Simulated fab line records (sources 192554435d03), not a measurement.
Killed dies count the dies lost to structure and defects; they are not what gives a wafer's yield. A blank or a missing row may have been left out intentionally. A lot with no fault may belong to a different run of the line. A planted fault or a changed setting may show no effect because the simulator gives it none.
Chamber matching ; flow n5Finfet ; 3 sister chambers for N5_BEOL_M8_DEP_56 on pecvd-02
The step deposits SiCN from 3MS/NH3, target thk 10 nm, time 17.5 s. 6 wafers are shown with their chamber, then 8 later ones without.

## WAFERS PAIRED WITH THEIR CHAMBERS
wafer;chamber;throttleValvePct (%);showerheadPlenumPTorr (Torr)
L086.3;2;8.3;3.657
L086.5;0;8.9;3.653
L084.2;0;9.0;3.656
L084.4;2;8.2;3.661
L084.5;1;9.2;3.672
L090.2;1;9.1;3.684

## WAFERS WHOSE CHAMBER IS MISSING
wafer;throttleValvePct (%);showerheadPlenumPTorr (Torr)
L090.4;9.0;3.659
L090.5;8.6;3.664
L093.1;8.9;3.649
L093.5;8.9;3.658
L093.6;8.1;3.665
L097.1;9.2;3.664
L097.2;8.0;3.647
L097.4;8.3;3.662

## EACH ONE'S CHAMBER
wafer;from the rows above;in truth
L090.4;0;0
L090.5;can't be placed: 2 or 0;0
L093.1;0;0
L093.5;0;0
L093.6;2;2
L097.1;can't be placed: 1 or 0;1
L097.2;2;2
L097.4;2;2
Correct placement for 6 of the 8. Can't be placed from these rows: 2 (the true chamber is among the candidates in 2). 0 placed wrongly.
How it was worked out, from the rows above alone: a wafer's distance from a chamber is the root of the sum, over the readings, of the square of ((its reading less the chamber's mean) divided by the reading's scatter). The wafer belongs to the nearest chamber; if the next one is less than 2 further off, it can't be placed. Each chamber's mean is taken over the wafers shown for it. The scatter: the root of (the sum of the squares of (reading less its chamber's mean) over the shown wafers, divided by (wafers less chambers)).
